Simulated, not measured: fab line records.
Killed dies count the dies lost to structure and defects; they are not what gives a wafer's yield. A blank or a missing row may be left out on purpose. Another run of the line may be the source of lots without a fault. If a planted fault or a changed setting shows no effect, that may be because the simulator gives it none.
Comparing a struck lot with a sound one || flow n5Finfet || 15 out of 1938 route steps
Sound: these wafers, L627.1, L627.2, L627.5. Wafers L643.4, L643.5, L643.6 were the ones struck. The cause is given at the end.
At each step with rows: each side's tool, then ch and its chambers, then its first start. Under that, the readings that differ: sound wafers || struck wafers || difference of the means || sigmas: that difference in standard deviations of wafers without a fault.
alike: words and numbers the same on both sides, and readings whose means are apart by under 2 such deviations; not compared: readings that were withheld, readings missing a value for some wafer, numbers with overlapping values and no deviation given by the record, and bounds like >300 which may hide the same value.
Wherever a step has rows on one side only, a row that says differs or no value, or a row with sigmas, the two part there. Non-overlapping numbers with no deviation appear without sigmas and do not part them. A reading that every wafer of one side lacks parts them only if that side has two wafers or more.

N5_BEOL_M10_ALD_74: deposits TaN, target thk 2 nm, pulse time 2 s, purge time 3 s.
  sound on aldMetal-01 ch 0,3, day 10 21:59; struck on aldMetal-04 ch 0,1,3, day 14 22:46
  alike: heaterPowerOuterW, heaterPowerW
N5_BEOL_M10_SURFACE_TREAT_76:
  sound: pvdSputter-02 at day 10 22:17; struck: pvdSputter-01 at day 14 23:04
  not compared: throttleValvePct
then, 1 step without rows for these wafers: N5_BEOL_M10_CVD_75 (deposits Co from CCTBA/H2, target thk 2 nm, time 138.9 s).
N5_BEOL_M10_SPUTTER_48: material Cu, target thk 12 nm, time 2 s.
  sound: pvdSputter-01 at day 10 22:29; struck: pvdSputter-03 at day 14 23:17
  alike: biasV, chamberPressurePa, substrateTempC, throttleValvePct
then, 3 steps without rows for these wafers: N5_BEOL_M10_ECD_50 (material Cu, target thk 318 nm); N5_BEOL_M10_ANNEAL_51 (time 90 s); N5_BEOL_M10_CMP_52 (polishes, stops on SiCOH lowk, t overpolish 7 s, target thk 140 nm).
N5_BEOL_M10_THK_MEAS_53: measures by xrf.
  sound: filmMetro-01 at day 10 23:19; struck: filmMetro-02 at day 15 00:13
  alike: M10_THK
then, 1 step without rows for these wafers: N5_BEOL_M10_PRE_CLEAN_55 (time 15 s).
N5_BEOL_M10_DEP_56: deposits SiCN from 3MS/NH3, target thk 15 nm, time 26.5 s.
  sound on pecvd-03 ch 0,2, day 10 23:22; struck on pecvd-04 ch 0,1,2, day 15 00:18
  alike: showerheadPlenumPTorr, showerheadVppV, throttleValvePct
N5_BEOL_M10_RS_MEAS_57: the measuring method here is four-point-probe.
  sound: filmMetro-01 at day 10 23:26; struck: filmMetro-02 at day 15 00:21
  alike: M10_RS
N5_BEOL_M10_INSPECT_58: inspects for defects (darkfield).
  sound: defectInspect-02 at day 10 23:28; struck: defectInspect-02 at day 15 00:23
  alike: rawDefectCount
N5_BEOL_M11_ILD_DEP_00: deposits SiCOH lowk from DEMS/porogen, target thk 308.51 nm, time 58 s.
  sound on pecvd-04 ch 0,1,2, day 10 23:30; struck on pecvd-01 ch 0,1,2, day 15 00:26
{"reading": "susceptorTempC (C)", "sound": "300.31 300.01 299.93", "struck": "296.39 296.71 296.49", "difference": -3.55, "sigmas": -16}
  alike: heaterPowerOuterW, heaterPowerW, showerheadPlenumPTorr, showerheadVppV, throttleValvePct
N5_BEOL_M11_CURE_71: cures SiCOH lowk, time 240 s.
  sound on uvCure-03 ch 2, day 10 23:35; struck on uvCure-01 ch 2, day 15 00:50
{"reading": "wafer_temp_C_max", "sound": "387.2 388.2 387.5", "struck": "386.0 386.4 386.4", "difference": -1.4, "sigmas": -2}
  alike: lampPowerPct
N5_PASSIVATION_PROBE_49:
  sound: prober-01 at day 12 23:37; struck: prober-02 at day 16 23:11
  alike: defectLimitedYield, killed_at_M0_to_M3, killed_at_M4_up, killedAtContacts, killedAtFrontEnd, killedAtOther, killedDies, killedOpen, killedShort, sort_bin_4_leakage, sort_bin_5_function, sort_bin_6_memory, sort_bin_8_speed, sortNPass, sortYieldPct

## WHERE THEY PART
First at N5_BEOL_M11_ILD_DEP_00; last, within this record, at N5_BEOL_M11_CURE_71. Later steps at which nothing parts them and some readings are alike: N5_PASSIVATION_PROBE_49.

WHY: what had been put in by the simulator
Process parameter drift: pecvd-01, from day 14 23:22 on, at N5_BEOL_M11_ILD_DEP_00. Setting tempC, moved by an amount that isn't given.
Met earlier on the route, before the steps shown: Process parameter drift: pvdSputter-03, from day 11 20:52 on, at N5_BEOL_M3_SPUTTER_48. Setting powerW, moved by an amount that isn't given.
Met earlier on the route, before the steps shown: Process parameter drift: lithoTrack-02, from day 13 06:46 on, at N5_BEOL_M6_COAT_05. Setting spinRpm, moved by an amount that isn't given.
